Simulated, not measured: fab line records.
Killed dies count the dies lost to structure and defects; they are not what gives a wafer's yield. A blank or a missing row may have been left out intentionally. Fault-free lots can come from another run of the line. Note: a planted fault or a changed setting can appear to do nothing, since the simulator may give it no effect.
Check of tool commonality ; flow nand-harc ; Lots sampled 13, wafers sampled 39

== WHY IT WAS OPENED ==
At NHARC_P_M0_CD_MEAS_09 the reading cd-nm is flagged on 1 of 13 lots. Wafers without a fault read 90.1 nm, standard deviation 0.39.
Rule: a lot is flagged when every wafer of it that has a number lies more than 4 standard deviations from that mean, or none has a number. The other lots count as sound.

lot;measured;on;cd-nm (nm), wafer by wafer;flag
L734;day 6 06:24;cd-sem-02;90.0 89.9 90.4;
L736;day 6 23:58;cd-sem-01;90.0 90.1 90.2;
L737;day 7 00:32;cd-sem-02;90.7 90.1 90.2;
L738;day 7 14:19;cd-sem-02;90.7 90.3 90.0;
L739;day 7 15:17;cd-sem-01;90.1 90.0 90.3;
L740;day 8 02:52;cd-sem-01;90.1 90.7 90.5;
L742;day 8 20:20;cd-sem-01;90.5 89.6 89.9;
L743;day 9 00:35;cd-sem-02;89.9 90.0 89.5;
L749;day 9 20:18;cd-sem-02;66.7 66.0 66.1;FLAGGED
L751;day 10 06:37;cd-sem-02;90.2 90.3 90.0;
L752;day 10 22:13;cd-sem-03;89.3 90.2 89.8;
L755;day 11 03:27;cd-sem-01;89.6 90.0 90.2;
L754;day 11 03:56;cd-sem-02;90.0 90.6 90.0;
The mean of the flagged lots' numbers is 66.3 nm, -23.8 nm from the usual (-61 standard deviations).

== TOOL THAT RAN EACH LOT ==
The record holds 3 process steps before the reading, out of a route of 1159 steps. Each cell gives the tool, then ch followed by the chambers the sampled wafers passed through, then the start.
lot;flag;NHARC_P_CONTACT_DESCUM_17;NHARC_P_CONTACT_ETCH_31;NHARC_P_M0_EXPOSE_06
L734;;rie-diel-09 ch 0,2,3, day 5 22:32;rie-diel-09 ch 1,2,3, day 6 06:16 or earlier;arfi-scanner-03 ch 0, day 6 06:16
L736;;rie-diel-09 ch 1,2, day 6 20:05;rie-diel-09 ch 2,3, day 6 23:49 or earlier;arfi-scanner-01 ch 0, day 6 23:49
L737;;rie-diel-08 ch 0,1,2, day 6 20:31;rie-diel-08 ch 1,2,3, day 7 00:24 or earlier;arfi-scanner-03 ch 0, day 7 00:24
L738;;rie-diel-09 ch 2,3, day 7 06:24;rie-diel-09 ch 0,2, day 7 14:10 or earlier;arfi-scanner-02 ch 0, day 7 14:10
L739;;rie-diel-06 ch 1,2,3, day 7 10:49;rie-diel-06 ch 1,2,3, day 7 15:08 or earlier;arfi-scanner-03 ch 0, day 7 15:08
L740;;rie-diel-06 ch 0,3, day 7 19:35;rie-diel-06 ch 2,3, day 8 02:43 or earlier;arfi-scanner-02 ch 0, day 8 02:43
L742;;rie-diel-06 ch 2,3, day 8 12:23;rie-diel-06 ch 0,1,2, day 8 20:11 or earlier;arfi-scanner-01 ch 0, day 8 20:11
L743;;rie-diel-09 ch 0,1,3, day 8 18:08;rie-diel-09 ch 1,2,3, day 9 00:27 or earlier;arfi-scanner-02 ch 0, day 9 00:27
L749;FLAGGED;rie-diel-06 ch 0,2,3, day 9 15:37;rie-diel-06 ch 1,2, day 9 20:10 or earlier;arfi-scanner-02 ch 0, day 9 20:10
L751;;rie-diel-09 ch 0,1,2, day 10 02:46;rie-diel-09 ch 1,2,3, day 10 06:28 or earlier;arfi-scanner-03 ch 0, day 10 06:28
L752;;rie-diel-06 ch 1,2, day 10 15:19;rie-diel-06 ch 1,3, day 10 22:04 or earlier;arfi-scanner-03 ch 0, day 10 22:04
L755;;rie-diel-09 ch 2,3, day 10 22:18;rie-diel-09 ch 1,2,3, day 11 03:19 or earlier;arfi-scanner-03 ch 0, day 11 03:19
L754;;rie-diel-09 ch 0,1,3, day 10 23:21;rie-diel-09 ch 2,3, day 11 03:49 or earlier;arfi-scanner-01 ch 0, day 11 03:49
What is done by these steps:
- NHARC_P_CONTACT_DESCUM_17: chemistry O2, time 3 s.
- NHARC_P_CONTACT_ETCH_31: etches the open film in CH3F/O2, target depth 30 nm, time 85.7 s.
- NHARC_P_M0_EXPOSE_06: exposes mask P M0, target cd 90 nm.
- NHARC_P_M0_CD_MEAS_09: target cd 90 nm.

== FLAGGED AGAINST TOTAL, ONE TOOL AT A TIME (gauges that did the reading follow at the end) ==
step;tool;lots run;flagged;share of the flagged lots;sound lots run after its first flagged lot
NHARC_P_CONTACT_DESCUM_17;rie-diel-06;5;1;all;1 (L752)
NHARC_P_CONTACT_DESCUM_17;rie-diel-08;1;0;none;-
NHARC_P_CONTACT_DESCUM_17;rie-diel-09;7;0;none;-
NHARC_P_CONTACT_ETCH_31;rie-diel-06;5;1;all;1 (L752)
NHARC_P_CONTACT_ETCH_31;rie-diel-08;1;0;none;-
NHARC_P_CONTACT_ETCH_31;rie-diel-09;7;0;none;-
NHARC_P_M0_EXPOSE_06;arfi-scanner-01;3;0;none;-
NHARC_P_M0_EXPOSE_06;arfi-scanner-02;4;1;all;0
NHARC_P_M0_EXPOSE_06;arfi-scanner-03;6;0;none;-
NHARC_P_M0_CD_MEAS_09;cd-sem-01;5;0;none;-
NHARC_P_M0_CD_MEAS_09;cd-sem-02;7;1;all;2 (L751,L754)
NHARC_P_M0_CD_MEAS_09;cd-sem-03;1;0;none;-
Because NHARC_P_CONTACT_ETCH_31 lacks a start for some lots, the hours and order of its lots are taken from NHARC_P_M0_EXPOSE_06.

== WHAT IS ALLOWED BY THE TABLE ==
4 rows of the table ran every flagged lot: rie-diel-06 at NHARC_P_CONTACT_DESCUM_17, rie-diel-06 at NHARC_P_CONTACT_ETCH_31, arfi-scanner-02 at NHARC_P_M0_EXPOSE_06, cd-sem-02 at NHARC_P_M0_CD_MEAS_09.
- rie-diel-06 at NHARC_P_CONTACT_DESCUM_17: 1 of its 5 lots flagged. Sound lots ran on it after the first flagged one (L752), which a lasting fault on the whole tool wouldn't allow.
- rie-diel-06 at NHARC_P_CONTACT_ETCH_31: 1 of its 5 lots flagged. Sound lots ran on it after the first flagged one (L752), which a lasting fault on the whole tool wouldn't allow.
- arfi-scanner-02 at NHARC_P_M0_EXPOSE_06: 1 of its 4 lots flagged. A fault beginning between L743 (day 9 00:27), its last sound lot, and L749 (day 9 20:10), its first flagged one, fits the data. Its own readings (exposure-dose-mJ-cm2) fall more than 4 standard deviations out on all wafers of the flagged lots.
- cd-sem-02 at NHARC_P_M0_CD_MEAS_09: 1 of its 7 lots flagged. Sound lots ran on it after the first flagged one (L751, L754), which a lasting fault on the whole tool wouldn't allow.
Left over: one tool, arfi-scanner-02 at NHARC_P_M0_EXPOSE_06.

== WHAT THE SIMULATOR PUT IN ==
Process parameters drifting: arfi-scanner-02 at NHARC_P_M0_EXPOSE_06, beginning at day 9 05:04. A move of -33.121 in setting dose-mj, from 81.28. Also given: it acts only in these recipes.
Shown lots that were struck: L749. The rule given above showed the same thing.
